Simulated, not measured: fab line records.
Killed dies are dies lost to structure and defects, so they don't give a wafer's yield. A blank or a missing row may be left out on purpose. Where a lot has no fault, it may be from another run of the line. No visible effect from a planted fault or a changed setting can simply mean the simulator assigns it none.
A struck lot beside a sound one / flow nand-harc / 13 out of 1302 route steps
Sound: the wafers L254.4, L254.5, L254.6. Wafers struck: L251.1, L251.4, L251.6. At the end, the cause is stated.
Order at every step that has rows: each side's tool, ch and its chambers, its first start. Under that, the readings that differ: sound wafers / struck wafers / difference of the means / sigmas: that difference in standard deviations of wafers without a fault.
alike: a reading whose means differ by less than 2 such deviations, as well as words and numbers matching on both sides. not compared: withheld readings; readings where some wafer has no value; bounds like >300 that might hide an equal value; numbers whose values overlap and for which the record gives no deviation.
Wherever a step has rows on one side only, a row that says differs or no value, or a row with sigmas, the two part there. When numbers do not overlap yet have no deviation, they are printed without sigmas and do not part them. Lack of a reading on every wafer of one side parts them only where that side has two or more wafers.

NHARC_A_STAIRCASE_TRIM_235: chemistry O2, time 211.2 s.
  sound: rie-diel-05 ch 1,2; struck: rie-diel-08 ch 0,2
  alike: drypump-motor-current-A, oes-product-au, rf-vpp-V, showerhead-plenum-p-Torr, throttle-valve-pct
  not compared: rf-hours-counter-h
NHARC_A_STAIRCASE_ETCH_236: etches the open film in C4F8/O2, target depth 100 nm, time 40.5 s.
  sound: rie-diel-05 ch 1,2,3; struck: rie-diel-08 ch 0,2
  alike: oes-product-au, rf-vpp-V
  not compared: rf-hours-counter-h
NHARC_A_STAIRCASE_STRIP_238: strips in O2.
  sound on plasma-asher-02 ch 0,1, day 22 16:41; struck on plasma-asher-02 ch 0,1, day 21 06:07
  alike: drypump-motor-current-A, heater-power-w
  not compared: rf-hours-counter-h
then, 8 steps without rows for these wafers: NHARC_A_STAIRCASE_STRIP_239 (strips in SPM, time 900 s); NHARC_A_STAIRCASE_PRECLEAN_240 (cleans in SC1); NHARC_A_STAIRCASE_SRD_241; NHARC_A_STAIRCASE_DEHYDRATE_242 (time 120 s); NHARC_A_STAIRCASE_HMDS_243 (time 30 s); NHARC_A_STAIRCASE_COAT_244; NHARC_A_STAIRCASE_SOFTBAKE_245 (time 170 s); NHARC_A_STAIRCASE_EBR_246.
NHARC_A_STAIRCASE_EXPOSE_247: exposes mask SDS 1.
  sound on krf-scanner-02 ch 0, day 22 17:44; struck on krf-scanner-03, day 21 07:16
  no value came back on the struck wafers for exposure-dose-mJ-cm2, focus-offset-nm (nm); on the sound wafers exposure-dose-mJ-cm2 reads 25.275 25.301 25.273
  alike: mask
then, 1 step without rows for these wafers: NHARC_A_STAIRCASE_PEB_248 (peb time 130 s).

## WHERE THEY PART
Only at NHARC_A_STAIRCASE_EXPOSE_247, as far as this record shows.

WHY: the cause the simulator had injected
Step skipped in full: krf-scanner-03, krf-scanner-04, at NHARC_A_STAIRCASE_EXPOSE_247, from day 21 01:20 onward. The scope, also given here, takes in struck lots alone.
